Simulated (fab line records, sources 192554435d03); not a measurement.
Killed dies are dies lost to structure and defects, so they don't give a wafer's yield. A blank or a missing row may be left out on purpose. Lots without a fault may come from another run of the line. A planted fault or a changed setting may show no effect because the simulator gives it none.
fab line records | flow n5_finfet
record lots=6 wafers=18 last_day=19
route steps=1938 shown BEOL_M7@1331 BEOL_M8@1332
lots that met no fault: from a run of the same line without faults
start_h: hours from the record's first day to the start of the lot's first wafer shown | wait_h: hours since the lot's step before | " the same as in the row above | L1.1+2: a row that stands for several wafers | - no value, or no start given | * or withheld: withheld | < > ~ a bound
route shown NAME@n: a module of which the file shows steps, and the number in the route of the first | usual: mean/standard deviation of fault-free wafers | same: alike in all rows | chamber/n: place in a boat | sites: the reading at each site | _std_site: their standard deviation | _edge_site: outer sites' mean less inner sites' | radius_mm: how far each site lies from the wafer's centre | mask NAME#n: copy n | behind: the tool/chamber that last shaped the wafer | hold: why the lot was held/for how many hours/how that ended | device: the transistor (n, p or np) that didn't switch | end of line: the same wafers' tests at the end of the route | a step without rows: its recipe alone | killed: dies lost to structure and defects at the first sort, not the wafer's yield | map: a wafer's dies, x killed, . not, _ none there
set.NAME: the setting as run; set.NAME@STEP: as run at that earlier step | model.NAME: the simulator's own value behind a step, which no gauge read
lots at some steps of the route; a table a step, a row a wafer
services: from which hour (start_h, from the record's first day; less than 0 if before it) a tool's chamber was out of use, for how many hours, and why
## steps
# step N5_BEOL_M7_INSPECT_58
# recipe inspect_instrument=darkfield mode=post_dep
# usual raw_defect_count=65/20
# columns lot.wafer tool chamber start_h wait_h raw_defect_count
L348.2 defect_inspect-01 - 274.74 0.0 65
L348.5 " - " " 90
L348.6 " - " " 64
L355.1 defect_inspect-01 - 317.61 0.0 54
L355.5 " - " " 62
L355.6 " - " " 45
L357.3 defect_inspect-01 - 318.16 0.0 45
L357.4 " - " " 84
L357.6 " - " " 117
L360.1 defect_inspect-01 - 340.44 0.0 86
L360.2 " - " " 84
L360.6 " - " " 65
L363.2 defect_inspect-01 - 371.80 0.0 58
L363.3 " - " " 29
L363.5 " - " " 70
L364.3 defect_inspect-02 - 376.03 0.0 58
L364.4 " - " " 75
L364.6 " - " " 41
# step N5_BEOL_M8_ILD_DEP_00
# recipe material=SiCOH_lowk target_thk_a=1797.5 temp_c=300 precursor=DEMS/porogen pressure_torr=5 rf_w=500 time_s=33.4
# usual heater_power_w=312/49 showerhead_plenum_p_Torr=5.747/0.02 throttle_valve_pct=13.7/0.83
# columns lot.wafer tool chamber start_h wait_h heater_power_w showerhead_plenum_p_Torr throttle_valve_pct
L348.2 pecvd-04 1 274.81 0.1 306 5.706 13.2
L348.5 " 2 " " 377 5.756 13.0
L348.6 " 0 " " 284 5.757 14.6
L355.1 pecvd-04 2 317.65 0.0 371 5.764 13.6
L355.5 " 2 " " 384 5.748 13.5
L355.6 " 1 " " 267 5.717 13.0
L357.3 pecvd-01 2 318.19 0.0 308 5.749 12.6
L357.4 " 0 " " 278 5.732 13.3
L357.6 " 2 " " 319 5.759 12.6
L360.1 pecvd-03 2 340.48 0.0 290 5.754 13.2
L360.2 " 1 " " 258 5.720 14.5
L360.6 " 0 " " 331 5.746 14.6
L363.2 pecvd-03 0 371.83 0.0 339 5.736 14.2
L363.3 " 2 " " 265 5.751 12.8
L363.5 " 1 " " 233 5.742 14.5
L364.3 pecvd-04 0 376.07 0.0 278 5.750 14.6
L364.4 " 1 " " 285 5.716 13.5
L364.6 " 2 " " 392 5.754 13.4
# step N5_BEOL_M8_CURE_74
# recipe temp_c=385 time_s=240 ambient=He/Ar material=SiCOH_lowk
# usual lamp_power_pct=52.32/0.055 wafer_temp_C_max=386.8/0.64
# columns lot.wafer tool chamber start_h wait_h lamp_power_pct wafer_temp_C_max
L348.2 uv_cure-02 0 274.96 0.1 52.27 387.0
L348.5 " 0 " " 52.34 387.4
L348.6 " 0 " " 52.35 386.8
L355.1 uv_cure-01 0 317.71 0.0 52.33 386.2
L355.5 " 0 " " 52.44 386.1
L355.6 " 0 " " 52.30 386.4
L357.3 uv_cure-01 2 318.42 0.2 52.28 387.2
L357.4 " 2 " " 52.30 386.5
L357.6 " 2 " " 52.36 387.3
L360.1 uv_cure-01 0 340.55 0.0 52.28 386.3
L360.2 " 0 " " 52.36 386.7
L360.6 " 0 " " 52.33 386.6
L363.2 uv_cure-01 1 372.23 0.4 52.42 386.4
L363.3 " 1 " " 52.30 386.5
L363.5 " 1 " " 52.30 386.4
L364.3 uv_cure-01 2 376.49 0.4 52.34 386.9
L364.4 " 2 " " 52.27 386.6
L364.6 " 2 " " 52.37 387.0
# step N5_BEOL_M8_THK_MEAS_01
# recipe reads=SiCOH_lowk_of_BEOL_M8_ILD_DEP_00
# usual M8_ILD_THK=154.6/2.3
# columns lot.wafer tool chamber start_h wait_h M8_ILD_THK[nm]
L348.2 film_metro-01 - 275.39 0.4 152.7
L348.5 " - " " 155.9
L348.6 " - " " 155.8
L355.1 film_metro-01 - 318.22 0.4 153.4
L355.5 " - " " 156.4
L355.6 " - " " 159.1
L357.3 film_metro-02 - 318.77 0.3 154.4
L357.4 " - " " 151.6
L357.6 " - " " 156.5
L360.1 film_metro-01 - 341.06 0.4 156.0
L360.2 " - " " 151.9
L360.6 " - " " 154.2
L363.2 film_metro-02 - 372.66 0.4 154.6
L363.3 " - " " 156.0
L363.5 " - " " 157.2
L364.3 film_metro-01 - 376.84 0.3 153.3
L364.4 " - " " 155.4
L364.6 " - " " 155.9
# step N5_BEOL_M8_PECVD_70
# recipe material=SiO2 target_thk_a=200 temp_c=400 precursor=TEOS/O2 pressure_torr=5.5 rf_w=450 teos_flow_sccm=53.8 gas=O2 flow_sccm=3000 time_s=22.7
# usual heater_power_w=727/100 showerhead_plenum_p_Torr=8.81/0.075 throttle_valve_pct=22.1/1.3
# columns lot.wafer tool chamber start_h wait_h heater_power_w showerhead_plenum_p_Torr throttle_valve_pct
L348.2 pecvd-01 0 275.43 0.0 754 8.81 21.6
L348.5 " 1 " " 655 8.99 24.5
L348.6 " 0 " " 755 8.80 21.8
L355.1 pecvd-03 2 318.26 0.0 673 8.84 20.5
L355.5 " 1 " " 590 8.76 23.1
L355.6 " 0 " " 879 8.74 22.7
L357.3 pecvd-03 1 318.81 0.0 655 8.74 23.4
L357.4 " 1 " " 652 8.76 23.5
L357.6 " 2 " " 665 8.87 20.4
L360.1 pecvd-04 0 341.10 0.0 758 8.85 23.4
L360.2 " 2 " " 1001 8.85 21.6
L360.6 " 0 " " 758 8.85 23.3
L363.2 pecvd-01 2 372.70 0.0 745 8.84 20.6
L363.3 " 1 " " 612 8.96 24.5
L363.5 " 0 " " 799 8.80 21.6
L364.3 pecvd-03 2 376.88 0.0 605 8.83 20.9
L364.4 " 0 " " 890 8.75 22.9
L364.6 " 2 " " 616 8.83 20.7
# step N5_BEOL_M8_HM_DEP_02
# recipe material=TiN target_thk_a=200 temp_c=25 chamber_pressure_pa=0.49996
# usual substrate_temp_c=25.01/0.1 throttle_valve_pct=30.1/1
# columns lot.wafer tool chamber start_h wait_h substrate_temp_c throttle_valve_pct
L348.2 pvd_sputter-02 - 276.67 1.2 25.11 31.8
L348.5 " - " " 24.84 29.8
L348.6 " - " " 24.83 32.0
L355.1 pvd_sputter-01 - 318.61 0.3 24.97 29.7
L355.5 " - " " 25.15 31.1
L355.6 " - " " 25.06 27.9
L357.3 pvd_sputter-02 - 319.27 0.4 24.97 29.5
L357.4 " - " " 24.94 29.8
L357.6 " - " " 25.07 29.9
L360.1 pvd_sputter-02 - 342.99 1.9 25.01 32.1
L360.2 " - " " 24.94 29.8
L360.6 " - " " 24.91 29.7
L363.2 pvd_sputter-02 - 374.91 2.2 24.97 30.5
L363.3 " - " " 24.99 29.6
L363.5 " - " " 24.99 29.7
L364.3 pvd_sputter-03 - 378.31 1.4 25.10 28.4
L364.4 " - " " 24.93 30.5
L364.6 " - " " 25.14 29.5
# step N5_BEOL_M8_COAT_59
# recipe resist=SOC temp_c=250 time_s=60 spin_rpm=1500 resist_thk_nm=100
# step N5_BEOL_M8_COAT_60
# recipe resist=SiARC temp_c=220 time_s=60 spin_rpm=1500 resist_thk_nm=35
# step N5_BEOL_M8_COAT_05
# recipe resist=CAR-ArF spin_rpm=1500 resist_thk_nm=90
# step N5_BEOL_M8_EBR_07
# recipe solvent=PGMEA ebr_width_mm=1.5
# step N5_BEOL_M8_SOFTBAKE_06
# recipe temp_c=110 time_s=60 resist=CAR-ArF
# step N5_BEOL_M8_EXPOSE_08
# recipe mask_id=M8 na=1.35 source_shape=dipole sigma_inner=0.817 sigma_outer=0.97 polarization=te dose_mj=68.25
# step N5_BEOL_M8_PEB_09
# recipe peb_temp_c=withheld peb_time_s=60 resist=CAR-ArF
# usual chill_plate_temp_C=23.01/0.11 exhaust_pa=45.1/0.82
# columns lot.wafer tool chamber start_h wait_h chill_plate_temp_C exhaust_pa
L348.2 litho_track-03 0 277.10 0.0 22.82 46.2
L348.5 " 0 " " 22.98 45.1
L348.6 " 0 " " 22.97 43.8
L355.1 litho_track-05 - 318.92 0.1 - -
L355.5 " - " " - -
L355.6 " - " " - -
L357.3 litho_track-05 - 319.71 0.0 - -
L357.4 " - " " - -
L357.6 " - " " - -
L360.1 litho_track-05 0 343.44 0.1 22.83 45.4
L360.2 " 0 " " 22.95 45.8
L360.6 " 0 " " 23.00 45.3
L363.2 litho_track-05 0 375.22 0.0 23.02 45.5
L363.3 " 0 " " 22.97 45.5
L363.5 " 0 " " 22.84 44.8
L364.3 litho_track-04 0 378.74 0.0 23.00 46.7
L364.4 " 0 " " 22.88 46.0
L364.6 " 0 " " 22.99 46.4
# step N5_BEOL_M8_DEVELOP_10
# recipe develop_time_s=30 developer=TMAH resist=CAR-ArF rinse_liquid=diw dry=air_spin dev_temp_c=23
## services
# columns tool chamber start_h hours kind
pecvd-04 0 263.69 2.1 scheduled_down
litho_track-03 - 272.45 - consumable_replace:filter
pecvd-01 - 284.69 6.0 pm
pecvd-03 2 286.05 2.1 scheduled_down
pecvd-04 2 294.97 5.5 scheduled_down
pecvd-03 - 296.50 5.5 pm
pecvd-01 2 314.69 2.1 scheduled_down
pecvd-01 2 333.84 5.5 scheduled_down
uv_cure-02 - 343.51 0.6 repair
pecvd-03 - 346.72 1.8 repair
uv_cure-02 - 370.71 6.0 pm
litho_track-03 - 373.28 - consumable_replace:filter
pecvd-01 1 374.02 4.6 repair
## key
first_sign step=N5_BEOL_M8_PEB_09 reading=tool_record direction=missing
effect none on later readings
met_at N5_BEOL_M8_PEB_09
struck_wafers L355.1,L355.5,L355.6,L357.3,L357.4,L357.6
later_rows_left_out L355.1,L355.5,L355.6,L357.3,L357.4,L357.6
sort_left_out L355.1,L355.5,L355.6,L357.3,L357.4,L357.6
fault kind=skipped_step_whole tool=litho_track-05 chamber=- onset_h=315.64 steps=N5_BEOL_M8_PEB_09 scope=struck_lots_only
# sort_left_out: the simulated sort isn't trusted on such a fault, so these wafers' sort isn't shown, and their yield isn't known
# later_rows_left_out: the simulator's readings of these wafers behind a module that went badly wrong aren't trusted and aren't shown, but for the sort
